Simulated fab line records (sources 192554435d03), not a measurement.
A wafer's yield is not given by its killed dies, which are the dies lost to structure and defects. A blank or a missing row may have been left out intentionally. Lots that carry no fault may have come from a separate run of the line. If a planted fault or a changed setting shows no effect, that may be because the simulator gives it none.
fab line records -- flow n5-finfet
record: lots: 11, wafers: 33, last-day: 18
route steps=1938 shown DUMMY_REMOVAL@383 MIM_TOP@1838 MIM_TOP_LITHO@1850 PASSIVATION@1909
lots that met no fault: from a run of the same line without faults
start-h: hours from the record's first day to the start of the lot's first wafer shown -- wait-h: time in hours since the lot's previous step -- " as in the row above -- L1.1+2: a single row standing in for several wafers -- - value missing, or start not given -- * or withheld: withheld -- < > ~ a bound
route shown NAME@n: NAME is a module with steps in the file, n the number in the route of the first one -- usual: mean/standard deviation of fault-free wafers -- same: alike in all rows -- chamber/n: place in a boat -- sites: readings site by site -- _std_site: the values' standard deviation -- _edge_site: the outer-site mean with the inner-site mean subtracted -- radius-mm: how far each site lies from the wafer's centre -- mask NAME#n: copy n -- behind: the tool/chamber that last shaped the wafer -- hold: reason for holding the lot/hours on hold/outcome of the hold -- device: transistor that didn't switch, given as n, p or np -- end of line: tests of these same wafers at the route's end -- a step given without rows: its recipe and nothing more -- killed: count of dies lost to structure and defects at first sort (not the wafer's yield) -- map: a wafer's dies, marking killed ones x, the rest . and places with no die _
set.NAME: the setting as run; set.NAME@STEP: as run at that earlier step -- model.NAME: the simulator's own value behind a step, which no gauge read
steps of the route over a sample of lots; a table a step, a row a wafer
services: the hour from which a tool's chamber was out of use, counted from the record's first day as start-h (under 0 if before that day), plus the number of hours and why
== steps ==
step: N5_DUMMY_REMOVAL_PRECLEAN_04
recipe: chemistry: DHF, time-s: 37, temp-c: 25, dilution: 500:1
lot.wafer,tool,chamber,start-h,wait-h
L453.1+2+3,wet-bench-03,"3,7,4",73.18,0.2
L455.3+4+6,wet-bench-02,"5,2,0",84.14,0.1
L456.3+4+6,wet-bench-02,"6,5,4",91.29,0.1
L457.2+4+5,wet-bench-04,"1,6,7",96.84,0.2
L460.1+2+5,wet-bench-03,"2,1,4",118.55,0.2
L461.1+4+5,wet-bench-03,"2,5,6",123.80,0.2
L465.1+2+4,wet-bench-03,"1,6,0",148.00,0.2
L466.1+2+6,wet-bench-03,"3,4,1",152.31,0.2
L471.2+5+6,wet-bench-03,"6,4,0",183.56,0.2
L473.4+5+6,wet-bench-02,"3,7,0",191.26,0.1
L476.4+5+6,wet-bench-04,"2,7,5",208.39,0.1
step: N5_MIM_TOP_SPUTTER_03
recipe: material: TiN, target-thk-a: 350, temp-c: 200, power-w: 3000, chamber-pressure-pa: 0.49996, gas: Ar, reactive-partial-pa: 0.37997, time-s: 89.7
usual: throttle-valve-pct: 29.7/1
lot.wafer,tool,chamber,start-h,wait-h,throttle-valve-pct
L453.1,pvd-sputter-01,-,261.47,0.0,28.7
L453.2,pvd-sputter-01,-,261.47,0.0,28.7
L453.3,pvd-sputter-01,-,261.47,0.0,30.6
L455.3,pvd-sputter-01,-,270.05,0.0,30.1
L455.4,pvd-sputter-01,-,270.05,0.0,29.0
L455.6,pvd-sputter-01,-,270.05,0.0,31.4
L456.3,pvd-sputter-03,-,271.42,0.0,29.6
L456.4,pvd-sputter-03,-,271.42,0.0,31.0
L456.6,pvd-sputter-03,-,271.42,0.0,30.2
L457.2,pvd-sputter-03,-,282.59,0.0,29.3
L457.4,pvd-sputter-03,-,282.59,0.0,31.2
L457.5,pvd-sputter-03,-,282.59,0.0,29.6
L460.1,pvd-sputter-02,-,295.62,0.0,30.4
L460.2,pvd-sputter-02,-,295.62,0.0,29.9
L460.5,pvd-sputter-02,-,295.62,0.0,29.8
L461.1,pvd-sputter-02,-,300.04,0.0,30.3
L461.4,pvd-sputter-02,-,300.04,0.0,29.0
L461.5,pvd-sputter-02,-,300.04,0.0,28.8
L466.1,pvd-sputter-03,-,338.90,0.0,31.2
L466.2,pvd-sputter-03,-,338.90,0.0,29.3
L466.6,pvd-sputter-03,-,338.90,0.0,27.9
L465.1,pvd-sputter-02,-,343.73,0.0,30.3
L465.2,pvd-sputter-02,-,343.73,0.0,29.7
L465.4,pvd-sputter-02,-,343.73,0.0,30.2
L471.2,pvd-sputter-01,-,376.47,0.0,31.4
L471.5,pvd-sputter-01,-,376.47,0.0,28.9
L471.6,pvd-sputter-01,-,376.47,0.0,30.3
L473.4,pvd-sputter-02,-,380.98,0.0,29.9
L473.5,pvd-sputter-02,-,380.98,0.0,29.8
L473.6,pvd-sputter-02,-,380.98,0.0,30.2
L476.4,pvd-sputter-01,-,411.84,0.0,30.2
L476.5,pvd-sputter-01,-,411.84,0.0,31.2
L476.6,pvd-sputter-01,-,411.84,0.0,28.2
step: N5_MIM_TOP_LITHO_DESCUM_10
recipe: chemistry: O2, time-s: 7.9, source-power-w: 50, bias-power-w: 20, pressure-mtorr: 20, rf-frequency-hz: 2.712e+07, temp-c: 40, o2-flow-sccm: 225
usual: drypump-motor-current-A: 5.4/0.39, oes-product-au: 0.79/0.093, rf-fwd-power-W: 49.67/0.18, rf-vpp-V: 243.2/1.5, showerhead-plenum-p-Torr: 2.09/0.085, throttle-valve-pct: 20.34/0.14
lot.wafer,tool,chamber,start-h,wait-h,drypump-motor-current-A,oes-product-au,rf-fwd-power-W,rf-hours-counter-h,rf-vpp-V,showerhead-plenum-p-Torr,throttle-valve-pct
L453.1,rie-diel-04,1,262.07,0.0,5.3,0.69,49.82,241,244.0,2.14,20.58
L453.2,rie-diel-04,3,262.07,0.0,5.6,0.68,49.48,219,241.8,1.96,20.32
L453.3,rie-diel-04,0,262.07,0.0,5.9,0.68,49.72,222,241.6,1.96,20.54
L455.3,rie-diel-05,2,270.54,0.0,5.9,0.68,49.67,228,244.5,2.17,20.46
L455.4,rie-diel-05,0,270.54,0.0,5.0,0.76,49.64,104,242.4,2.11,20.06
L455.6,rie-diel-05,1,270.54,0.0,5.6,0.72,49.70,-,241.8,1.96,20.42
L456.3,rie-diel-05,2,272.03,0.0,5.9,0.68,49.64,229,244.5,2.17,20.46
L456.4,rie-diel-05,0,272.03,0.0,4.9,0.77,49.73,105,243.7,2.10,20.07
L456.6,rie-diel-05,3,272.03,0.0,5.7,0.84,49.77,-,244.9,2.20,20.23
L457.2,rie-diel-05,0,283.07,0.0,5.0,0.77,49.65,108,244.3,2.10,20.08
L457.4,rie-diel-05,3,283.07,0.0,5.8,0.84,49.40,-,243.1,2.19,20.22
L457.5,rie-diel-05,1,283.07,0.0,5.5,0.72,49.41,-,241.0,1.96,20.43
L460.1,rie-diel-05,0,296.10,0.0,4.9,0.76,49.67,114,245.1,2.10,20.07
L460.2,rie-diel-05,1,296.10,0.0,5.5,0.71,49.78,229,240.0,1.96,20.44
L460.5,rie-diel-05,2,296.10,0.0,5.9,0.68,49.69,-,244.3,2.16,20.47
L461.1,rie-diel-05,3,300.52,0.0,5.7,0.84,49.49,59,244.4,2.19,20.24
L461.4,rie-diel-05,2,300.52,0.0,5.9,0.68,49.73,238,243.9,2.16,20.46
L461.5,rie-diel-05,2,300.52,0.0,5.9,0.68,49.30,-,243.3,2.16,20.49
L466.1,rie-diel-05,1,339.38,0.0,5.5,0.70,49.75,244,241.4,1.95,20.47
L466.2,rie-diel-05,0,339.38,0.0,5.0,0.75,49.73,130,242.7,2.10,20.10
L466.6,rie-diel-05,1,339.38,0.0,5.5,0.71,49.50,-,243.3,1.95,20.46
L465.1,rie-diel-04,1,344.21,0.0,5.3,0.93,49.71,14,242.7,2.13,20.31
L465.2,rie-diel-04,2,344.21,0.0,4.8,0.81,49.61,99,241.9,2.03,20.46
L465.4,rie-diel-04,2,344.21,0.0,4.8,0.82,49.75,-,242.2,2.03,20.46
L471.2,rie-diel-04,2,376.95,0.0,4.8,0.80,49.35,115,240.9,2.03,20.47
L471.5,rie-diel-04,2,376.95,0.0,4.8,0.79,49.55,-,241.7,2.03,20.49
L471.6,rie-diel-04,0,376.95,0.0,5.9,0.94,49.59,-,242.9,2.21,20.06
L473.4,rie-diel-04,0,381.83,0.3,5.9,0.93,49.70,-,246.6,2.21,20.03
L473.5,rie-diel-04,2,381.83,0.3,4.8,0.79,49.23,-,241.8,2.03,20.48
L473.6,rie-diel-04,1,381.83,0.3,5.3,0.89,49.89,-,244.3,2.13,20.36
L476.4,rie-diel-02,1,412.44,0.0,4.9,0.77,49.80,124,242.1,2.12,20.37
L476.5,rie-diel-02,2,412.44,0.0,5.9,0.90,50.01,-,242.9,2.12,20.25
L476.6,rie-diel-02,1,412.44,0.0,5.0,0.76,49.78,-,243.2,2.12,20.36
step: N5_PASSIVATION_AL_ETCH_33
recipe: chemistry: Cl2/BCl3, target-depth-a: 28000, over-etch-frac: 0.15, Cl2_flow_sccm: 180, bcl3-flow-sccm: 60, target: Al, stop-on: TaN, time-s: 466.7, ion-energy-ev: 100, pressure-mtorr: 10, icp-w: 900, bias-w: 100
usual: drypump-motor-current-A: 5.6/0.5, oes-product-au: 0.72/0.095, rf-fwd-power-W: 898.0/2.5, throttle-valve-pct: 34.49/0.27
same: over-etch-frac: 0.15
lot.wafer,tool,chamber,start-h,wait-h,drypump-motor-current-A,oes-product-au,rf-fwd-power-W,rf-hours-counter-h,throttle-valve-pct
L453.1,rie-metal-02,0,267.29,0.1,6.1,0.79,896.5,17,34.26
L453.2,rie-metal-02,1,267.29,0.1,5.5,0.61,897.5,94,34.69
L453.3,rie-metal-02,1,267.29,0.1,5.5,0.62,898.5,-,34.66
L455.3,rie-metal-02,1,275.78,0.2,5.5,0.61,894.7,-,34.67
L455.4,rie-metal-02,0,275.78,0.2,6.1,0.78,900.7,-,34.28
L455.6,rie-metal-02,1,275.78,0.2,5.5,0.61,894.8,-,34.67
L456.3,rie-metal-01,0,276.50,0.2,4.9,0.88,900.1,-,34.26
L456.4,rie-metal-01,1,276.50,0.2,6.0,0.59,893.7,-,34.69
L456.6,rie-metal-01,0,276.50,0.2,4.9,0.89,894.6,-,34.26
L457.2,rie-metal-03,0,288.30,0.1,6.1,0.71,895.4,33,34.95
L457.4,rie-metal-03,0,288.30,0.1,6.1,0.71,893.5,-,34.98
L457.5,rie-metal-03,0,288.30,0.1,6.0,0.70,897.9,-,35.01
L460.1,rie-metal-03,0,300.95,0.1,6.1,0.72,898.9,35,34.92
L460.2,rie-metal-03,1,300.95,0.1,6.0,0.84,901.4,3,34.11
L460.5,rie-metal-03,1,300.95,0.1,6.0,0.85,901.2,-,34.06
L461.1,rie-metal-01,0,305.05,0.1,4.9,0.85,900.5,3,34.26
L461.4,rie-metal-01,1,305.05,0.1,6.1,0.59,898.4,-,34.71
L461.5,rie-metal-01,0,305.05,0.1,4.9,0.85,900.6,-,34.22
L466.1,rie-metal-03,1,346.45,0.1,6.0,0.82,897.1,7,34.08
L466.2,rie-metal-03,0,346.45,0.1,6.0,0.70,896.1,38,34.94
L466.6,rie-metal-03,1,346.45,0.1,6.0,0.82,897.9,-,34.08
L465.1,rie-metal-03,0,354.22,0.1,6.0,0.70,895.6,39,34.96
L465.2,rie-metal-03,0,354.22,0.1,6.1,0.69,898.3,-,34.96
L465.4,rie-metal-03,0,354.22,0.1,6.1,0.70,893.4,-,34.93
L471.2,rie-metal-01,0,381.53,0.2,4.9,0.81,896.5,-,34.23
L471.5,rie-metal-01,0,381.53,0.2,4.9,0.79,894.0,-,34.28
L471.6,rie-metal-01,0,381.53,0.2,4.9,0.80,897.5,-,34.25
L473.4,rie-metal-02,1,386.99,0.2,5.5,0.60,897.5,-,34.67
L473.5,rie-metal-02,0,386.99,0.2,6.1,0.75,897.8,-,34.27
L473.6,rie-metal-02,1,386.99,0.2,5.5,0.60,899.3,-,34.67
L476.4,rie-metal-01,1,417.53,0.2,6.0,0.87,898.1,-,34.54
L476.5,rie-metal-01,1,417.53,0.2,6.0,0.88,897.3,-,34.51
L476.6,rie-metal-01,0,417.53,0.2,4.9,0.77,898.9,-,34.30
step: N5_PASSIVATION_PROBE_49
usual: defect-limited-yield: 91.7/1.5, killed_at_M0_to_M3: 32/9.6, killed_at_M4_up: 13/5.3, killed-at-contacts: 12/6.8, killed-at-front-end: 36/9.8, killed-at-other: 4/3.1, killed-dies: 98/17, killed-open: 65/13, killed-short: 32/8.5, sort_bin_5_function: 4.9/0.93, sort_bin_6_memory: 3.2/0.67, sort_bin_8_speed: 0.00/0.02, sort-n-pass: 1082/17
same: gross-dies: 1180, killed-at-back-side: 0, sort_bin_4_leakage[%]: 0
lot.wafer,tool,chamber,start-h,wait-h,defect-limited-yield[%],killed_at_M0_to_M3,killed_at_M4_up,killed-at-contacts,killed-at-front-end,killed-at-other,killed-dies,killed-open,killed-short,sort_bin_5_function[%],sort_bin_6_memory[%],sort_bin_8_speed[%],sort-n-pass
L466.2,prober-02,-,351.43,0.1,92.2,27,21,3,40,1,92,62,28,4.7,2.9,0,1088
L471.2,prober-01,-,386.76,0.1,91.1,15,9,33,45,3,105,63,40,5.5,3.0,0,1075
L471.5,prober-01,-,386.91,0.2,90.8,18,12,21,54,4,109,78,26,5.0,4.2,0,1071
L471.6,prober-01,-,386.96,0.3,84.3,17,6,11,146,5,185,48,21,10.3,4.0,0,995
killed by level:class
L466.2 FIN_SAQP:geometric-particle:short=11 BEOL_M3:geometric-particle:open=10 FIN_SAQP:geometric-particle:open=8 DUMMY_GATE:geometric-particle:open=7 BEOL_M0_SAQP:geometric-particle:short=6 BEOL_M7:geometric-particle:open=5 BEOL_M1:geometric-particle:open=5 BEOL_M4:geometric-particle:open=4
L471.2 MOL_CONTACT_COAG:geometric-particle:open=26 STI_FIN_REVEAL:geometric-particle:open=11 FIN_SAQP:geometric-particle:short=7 MOL_CONTACT_COAG:geometric-particle:short=7 BEOL_M4:geometric-particle:open=6 BEOL_M0_SAQP:geometric-particle:open=5 BEOL_M0_SAQP:geometric-particle:short=5 FIN_SAQP:geometric-particle:open=4
L471.5 STI_FIN_REVEAL:geometric-particle:open=22 MOL_CONTACT_COAG:geometric-particle:open=17 GATE_CUT:geometric-particle:short=9 STI_FIN_REVEAL:geometric-particle:short=7 BEOL_M4:geometric-particle:open=6 BEOL_M2:geometric-particle:open=5 BEOL_M3:geometric-particle:open=4 BEOL_M1:geometric-particle:open=4
L471.6 DUMMY_REMOVAL:unspecified=112 STI_FIN_REVEAL:geometric-particle:open=11 MOL_CONTACT_COAG:geometric-particle:open=8 BEOL_M3:geometric-particle:open=5 BEOL_M4:geometric-particle:open=3 GATE_CUT:geometric-particle:open=3 BEOL_M1:geometric-particle:open=3 STARTING-WAFER:geometric-particle:short=3
== services ==
tool,chamber,start-h,hours,kind
rie-diel-04,-,99.96,4.3,pm
rie-diel-05,0,113.45,3.9,repair
rie-diel-05,-,116.55,0.5,repair
pvd-sputter-01,-,129.67,3.7,repair
rie-metal-01,1,141.20,28.3,repair
rie-diel-04,3,144.48,1.3,repair
rie-diel-04,1,165.57,6.6,repair
rie-metal-01,0,167.21,9.9,repair
rie-diel-04,-,212.45,14.6,pm
rie-diel-05,0,213.96,11.5,repair
rie-metal-03,-,245.41,2.8,pm
rie-diel-05,1,253.43,2.5,repair
rie-diel-05,-,278.82,0.5,repair
rie-diel-05,2,282.21,3.3,repair
rie-metal-03,1,308.49,1.2,repair
wet-bench-03,-,329.22,1.9,pm
rie-diel-04,0,330.12,3.0,repair
rie-diel-05,2,333.81,16.7,repair
rie-diel-04,3,346.95,4.0,repair
rie-metal-03,1,352.13,5.4,repair
rie-diel-05,-,364.22,2.8,pm
pvd-sputter-01,-,379.91,1.3,repair
rie-diel-05,-,408.64,10.0,pm
pvd-sputter-02,-,416.80,3.8,repair
== key ==
first-sign: step: N5_PASSIVATION_PROBE_49, reading: killed-at-front-end, direction: up, sigmas: 11, usual: 36, struck: 146
effect: step: N5_PASSIVATION_PROBE_49, reading: defect-limited-yield, direction: down, sigmas: 5, usual: 91.7, struck: 84.3
more-kills-born-at: N5_DUMMY_REMOVAL_PRECLEAN_04@wet-bench-03: 112
met-at N5_DUMMY_REMOVAL_PRECLEAN_04
struck-lots L471
struck-wafers L471.6
not-acting-at N5_MIM_TOP_SPUTTER_03,N5_MIM_TOP_LITHO_DESCUM_10,N5_PASSIVATION_AL_ETCH_33
onset-between 148.00 183.56
fault: kind: chamber-particle-source, tool: wet-bench-03, chamber: 0, onset-h: 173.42, steps: N5_DUMMY_REMOVAL_PRECLEAN_04, rate-per-visit-cm2: 0.51986, end-h: 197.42
